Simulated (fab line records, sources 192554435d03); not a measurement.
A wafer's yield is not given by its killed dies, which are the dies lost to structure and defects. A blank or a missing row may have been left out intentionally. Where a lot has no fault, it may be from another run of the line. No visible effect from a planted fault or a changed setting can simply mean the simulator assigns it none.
What tool caused it?	flow n5-finfet	10 lots with 29 wafers sampled at 5 steps, on a route of 1938 steps

## WHAT THE GAUGES READ, wafer by wafer
N5_BEOL_M4_RC_MEAS_101. Usual: DIBL_N 36.0 mV/V, standard deviation 1.9; DIBL_P 36.0 mV/V, standard deviation 2.1; IOFF_N 0.155 nA/um, standard deviation 0.029; IOFF_P 0.20 nA/um, standard deviation 0.032; ION_N 672 uA/um, standard deviation 11; ION_P 461 uA/um, standard deviation 6.9; SS_N 71.5 mV/dec, standard deviation 0.58; SS_P 73.2 mV/dec, standard deviation 0.64; VT_N 250.4 mV, standard deviation 2.9; VT_P -251.0 mV, standard deviation 2.8.
lot	measured	on	DIBL_N (mV/V)	DIBL_P (mV/V)	IOFF_N (nA/um)	IOFF_P (nA/um)	ION_N (uA/um)	ION_P (uA/um)	SS_N (mV/dec)	SS_P (mV/dec)	VT_N (mV)	VT_P (mV)	flag
L908	day 8 12:22	prober-02	34.5 35.0 35.1	33.8 35.0 34.7	0.124 0.131 0.136	0.16 0.17 0.16	676 659 661	455 446 451	70.4 71.1 70.7	72.2 72.5 72.9	254.2 253.3 251.9	-256.0 -252.8 -257.8	
L910	day 8 19:13	prober-01	34.9 35.2 36.4	34.6 35.3 35.9	0.145 0.160 0.168	0.22 0.22 0.22	661 670 669	457 462 460	71.4 71.6 72.3	72.4 73.1 72.6	249.4 245.6 247.4	-248.6 -248.3 -250.0	
L912	day 9 18:07	prober-01	34.8 36.1	34.1 35.2	0.124 0.143	0.19 0.20	666 660	460 460	71.1 71.8	72.9 73.1	252.0 251.5	-249.1 -249.3	
L913	day 9 22:37	prober-02	40.6 39.2 41.7	39.6 39.2 41.4	0.218 0.194 0.236	0.27 0.25 0.30	676 686 678	465 466 467	72.8 72.2 72.6	74.5 74.2 74.4	248.8 246.9 246.5	-248.0 -246.9 -246.9	
L914	day 10 05:05	prober-01	34.8 37.0 38.5	33.1 35.7 36.5	0.127 0.158 0.182	0.15 0.19 0.20	676 684 675	453 462 454	70.1 71.7 71.5	72.5 73.2 73.5	249.6 250.7 249.8	-256.0 -252.9 -251.3	
L916	day 10 11:44	prober-01	38.1 35.3 37.7	38.0 34.2 37.6	0.178 0.125 0.177	0.22 0.17 0.21	688 671 690	468 459 464	71.8 71.0 71.1	73.3 72.6 73.1	247.4 253.8 247.6	-249.7 -253.8 -250.1	
L920	day 11 09:58	prober-01	34.1 38.1 35.3	33.6 39.0 34.9	0.122 0.217 0.142	0.16 0.26 0.18	657 684 673	462 466 459	71.4 72.7 71.2	72.6 74.0 73.4	252.1 243.7 248.6	-255.5 -250.7 -252.9	
L924	day 12 15:49	prober-02	36.1 38.4 40.0	36.5 39.7 41.4	0.134 0.181 0.216	0.18 0.22 0.26	661 688 681	454 462 465	71.1 71.6 72.0	72.7 74.1 75.0	256.5 251.6 251.1	-253.1 -251.1 -249.7	
L925	day 12 21:11	prober-01	35.9 37.4 35.4	37.6 38.4 37.0	0.158 0.185 0.133	0.19 0.20 0.17	682 674 658	463 457 456	71.7 71.9 71.7	73.3 74.1 73.5	251.3 250.6 255.4	-253.3 -255.3 -255.4	
L931	day 13 23:31	prober-01	37.5 35.8 38.0	36.0 34.7 36.4	0.179 0.147 0.173	0.23 0.20 0.24	672 678 657	465 460 450	71.6 71.1 71.5	73.9 72.9 73.8	248.6 251.6 248.6	-246.8 -250.3 -252.1	

## EACH LOT AND THE TOOL THAT RAN IT (in order: tool; ch and the chambers of the sampled wafers; start)
lot	N5_BEOL_M0_SAQP_ETCH_84	N5_BEOL_M0_SAQP_RECESS_104	N5_BEOL_M0_SAQP_COAT_105	N5_BEOL_M0_SAQP_ETCH_106
L908	rie-diel-01 ch 1,2,3, day 5 12:16	vapor-etch-01 ch 0,1, day 5 14:11	litho-track-05 ch 0, day 5 14:28	rie-diel-04 ch 1,2, day 5 14:34
L910	rie-diel-05 ch 1,3, day 6 01:10	vapor-etch-01 ch 0,1, day 6 02:54	litho-track-02 ch 0, day 6 03:17	rie-diel-01 ch 0,3, day 6 03:23
L912	rie-diel-01 ch 0,2, day 6 12:43	vapor-etch-01 ch 0,1, day 6 14:29	litho-track-05 ch 0, day 6 14:53	rie-diel-01 ch 2,3, day 6 14:56
L913	rie-diel-05 ch 0,2,3, day 7 02:55	vapor-etch-01 ch 0,1, day 7 04:46	litho-track-05 ch 0, day 7 05:02	rie-diel-05 ch 0,3, day 7 05:06
L914	rie-diel-04 ch 0,2,3, day 7 06:25	vapor-etch-02 ch 0,1, day 7 08:59	litho-track-04 ch 0, day 7 09:22	rie-diel-05 ch 0,3, day 7 09:26
L916	rie-diel-01 ch 1,2,3, day 7 13:13	vapor-etch-01 ch 0,1, day 7 14:57	litho-track-04 ch 0, day 7 15:20	rie-diel-01 ch 0,2,3, day 7 15:24
L920	rie-diel-01 ch 2,3, day 8 16:41	vapor-etch-02 ch 0,1, day 8 18:43	litho-track-02 ch 0, day 8 19:00	rie-diel-01 ch 0,3, day 8 19:03
L924	rie-diel-05 ch 0,2, day 9 22:01	vapor-etch-02 ch 0,1, day 9 23:55	litho-track-02 ch 0, day 10 00:12	rie-diel-01 ch 0,3, day 10 00:15
L925	rie-diel-05 ch 0,1,2, day 10 01:44	vapor-etch-01 ch 0,1, day 10 03:51	litho-track-02 ch 0, day 10 04:14	rie-diel-04 ch 1,2,3, day 10 04:18
L931	rie-diel-05 ch 0,1,3, day 11 13:50	vapor-etch-02 ch 0, day 11 15:34	litho-track-05 ch 0, day 11 15:57	rie-diel-04 ch 2,3, day 11 16:16
- N5_BEOL_M0_SAQP_ETCH_84: etches SOC in N2/H2, target depth 100 nm, overetch 20 nm, time 150 s.
- N5_BEOL_M0_SAQP_RECESS_104: chemistry HF/NH3, target SiO2, target depth 18 nm, afs cycles 3, sublimation time 60 s.
- N5_BEOL_M0_SAQP_COAT_105: time 60 s, resist thk 100 nm.
- N5_BEOL_M0_SAQP_ETCH_106: etches SOC in N2/H2, stops on SiNx, target depth 150 nm.

## WHAT THE TOOLS THEMSELVES READ (means of the sampled wafers that have a number; where no wafer has one, the mark that the record gives instead)
N5_BEOL_M0_SAQP_ETCH_84. Usual: drypump-motor-current-A 5.6 A, standard deviation 0.32; oes-product-au 0.69 a.u., standard deviation 0.071; rf-vpp-V 524.2 V, standard deviation 2; showerhead-plenum-p-Torr 2.55 Torr, standard deviation 0.072; throttle-valve-pct 17.78 %, standard deviation 0.22.
lot	tool	drypump-motor-current-A (A)	oes-product-au (a.u.)	rf-vpp-V (V)	showerhead-plenum-p-Torr (Torr)	throttle-valve-pct (%)	flag
L908	rie-diel-01	5.5	0.66	522.0	2.50	17.89	
L910	rie-diel-05	5.3	0.67	524.1	2.55	17.65	
L912	rie-diel-01	5.3	0.69	523.7	2.54	17.96	
L913	rie-diel-05	5.6	0.70	525.7	2.58	17.77	
L914	rie-diel-04	5.9	0.69	525.1	2.58	17.80	
L916	rie-diel-01	5.5	0.65	522.5	2.50	17.92	
L920	rie-diel-01	5.5	0.64	522.6	2.49	18.11	
L924	rie-diel-05	5.7	0.69	524.6	2.57	17.81	
L925	rie-diel-05	5.5	0.70	524.7	2.59	17.73	
L931	rie-diel-05	5.4	0.68	525.0	2.58	17.73	

N5_BEOL_M0_SAQP_RECESS_104. Usual: 5.60 A for drypump-motor-current-A, sd 0.24.
lot	tool	drypump-motor-current-A (A)	flag
L908	vapor-etch-01	5.55	
L910	vapor-etch-01	5.77	
L912	vapor-etch-01	5.66	
L913	vapor-etch-01	5.55	
L914	vapor-etch-02	5.52	
L916	vapor-etch-01	5.52	
L920	vapor-etch-02	5.60	
L924	vapor-etch-02	5.52	
L925	vapor-etch-01	5.73	
L931	vapor-etch-02	5.69	

N5_BEOL_M0_SAQP_COAT_105. Usual: dispense-pressure-kPa 52 kPa, standard deviation 4.1; spin-speed-rpm 1500.1 rpm, standard deviation 0.96.
lot	tool	dispense-pressure-kPa (kPa)	spin-speed-rpm (rpm)	flag
L908	litho-track-05	47	1501.2	
L910	litho-track-02	56	1500.5	
L912	litho-track-05	47	1500.3	
L913	litho-track-05	47	1499.8	
L914	litho-track-04	50	1499.9	
L916	litho-track-04	50	1499.8	
L920	litho-track-02	56	1500.0	
L924	litho-track-02	56	1407.5	OFF
L925	litho-track-02	56	1406.7	OFF
L931	litho-track-05	47	1499.4	

N5_BEOL_M0_SAQP_ETCH_106. Usual: drypump-motor-current-A 5.7 A, standard deviation 0.33; oes-product-au 0.77 a.u., standard deviation 0.09; rf-vpp-V 240.8 V, standard deviation 1.1; showerhead-plenum-p-Torr 2.55 Torr, standard deviation 0.067; throttle-valve-pct 17.75 %, standard deviation 0.24.
lot	tool	drypump-motor-current-A (A)	oes-product-au (a.u.)	rf-vpp-V (V)	showerhead-plenum-p-Torr (Torr)	throttle-valve-pct (%)	flag
L908	rie-diel-04	6.2	0.86	241.1	2.54	17.48	
L910	rie-diel-01	5.6	0.78	239.7	2.49	17.66	
L912	rie-diel-01	5.6	0.71	240.3	2.48	17.98	
L913	rie-diel-05	5.5	0.75	240.7	2.58	17.75	
L914	rie-diel-05	5.5	0.75	240.6	2.58	17.76	
L916	rie-diel-01	5.5	0.75	241.0	2.50	17.87	
L920	rie-diel-01	5.4	0.79	240.2	2.52	17.67	
L924	rie-diel-01	5.6	0.75	240.3	2.48	17.69	
L925	rie-diel-04	6.1	0.82	240.8	2.57	17.65	
L931	rie-diel-04	6.1	0.86	240.8	2.52	17.47	

## THE ANSWER, worked out from the rows above alone
Rule: a lot counts as off when the mean over its wafers that have a number is more than 3 standard deviations away from the usual mean. A lot without any number at a reading at which 4 lots or more have one is off too. The other lots that the step has rows for count as sound. Order of review: gauges by route order, followed by the tools' own readings, for which a lot's mean as printed above is used. The first step at which some lot is off is used, and at that step the reading that is off furthest; a lot without a number counts as furthest.
Off: L924, L925 (N5_BEOL_M0_SAQP_COAT_105, spin-speed-rpm).
A tool fits if, at that step or a process step before it, it ran every lot that is off, and no sound lot after the first of them. One fits: N5_BEOL_M0_SAQP_COAT_105 on litho-track-02. A fault onset in the window from L920 (day 8 19:00, its last sound lot) to L924 (day 10 00:12, its first lot off) fits.
The tool's own readings at N5_BEOL_M0_SAQP_COAT_105 bear it out: on the lots that are off they differ by more than 5 times the standard deviation of the sound lots' means. spin-speed-rpm reads 1407.1 rpm there against 1500.1 rpm on the sound lots.

## WHAT WAS PUT IN BY THE SIMULATOR
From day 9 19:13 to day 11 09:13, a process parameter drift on litho-track-02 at N5_BEOL_M0_SAQP_COAT_105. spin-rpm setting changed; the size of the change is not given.
Struck lots among those shown: L924, L925. Same finding as the rule above.
